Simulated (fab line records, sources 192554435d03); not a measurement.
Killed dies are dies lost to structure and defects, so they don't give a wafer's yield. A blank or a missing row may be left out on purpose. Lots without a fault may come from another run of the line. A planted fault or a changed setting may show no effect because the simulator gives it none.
One fault seen from 2 desks | flow n5_finfet | each desk has only its own numbers; what lay behind them comes last
Where a reading is given only as a bound, like >300, the bound stands for it, and a mean or a difference that rests on one is marked > or <: the true number lies beyond.

THE TOOL OWNER'S DESK: ald_hk-02
The tool's own readings at N5_MIM_TOP_ALD_02 (deposits Al2O3, purge time 3 s, co reactant pulse time 3 s): means of the sampled wafers that have a number, for each lot that ran on this tool. A lot is out of limits, marked OUT, if its mean lies more than 4 standard deviations from the usual mean; the brackets give that distance.
Columns: A = precursor_pulse_height_rel at N5_MIM_TOP_ALD_02, usual 1.000
lot  | first seen here | A
L323 | day 14 15:00    | 0.999
L326 | day 14 23:00    | 0.996
L332 | day 16 13:00    | 1.003
L335 | day 16 23:00    | 1.005
L342 | day 19 16:00    | 0.976
This desk's finding: nothing out of limits on any of the 5 lots.

THE DEFECT DESK
What the inspections along the route counted, lot by lot: means of the sampled wafers that have a number. A lot is out of limits, marked OUT, if its mean lies more than 4 standard deviations from the usual mean; the brackets give that distance.
Columns: A = raw_defect_count at N5_MIM_TOP_LITHO_INSPECT_12, usual 2.0
lot  | first seen here | A
L323 | day 14 15:51    | 3.3
L326 | day 15 00:56    | 2.0
L329 | day 15 12:40    | 2.7
L332 | day 16 14:12    | >102 (>+67) OUT
L335 | day 17 02:26    | >101 (>+66) OUT
L337 | day 18 18:51    | 1.7
L338 | day 18 19:02    | 1.7
L343 | day 19 18:41    | 2.7
L342 | day 19 19:06    | 4.0
L344 | day 20 02:24    | 2.3
L341 | day 20 13:45    | 0.3
This desk's finding: out of limits on L332, L335; first on L332, day 16 14:12 (raw_defect_count at N5_MIM_TOP_LITHO_INSPECT_12). In limits: L323, L326, L329, L337, L338, L343, L342, L344, L341.

PUT TOGETHER
The defect desk could have raised an alarm at day 16 14:12, on L332, L335.
The tool owner's desk saw nothing out of limits.
The tool owner's desk has L332, L335 on record, within its limits.
Of the lots named, all ran N5_MIM_TOP_ALD_02 on ald_hk-02.

WHAT THE SIMULATOR HAD PUT IN
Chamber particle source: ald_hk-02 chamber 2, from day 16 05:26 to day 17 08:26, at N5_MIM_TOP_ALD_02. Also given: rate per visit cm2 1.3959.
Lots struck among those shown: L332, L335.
Hours from the fault's start to each desk's first reading out of limits: the defect desk, 9.
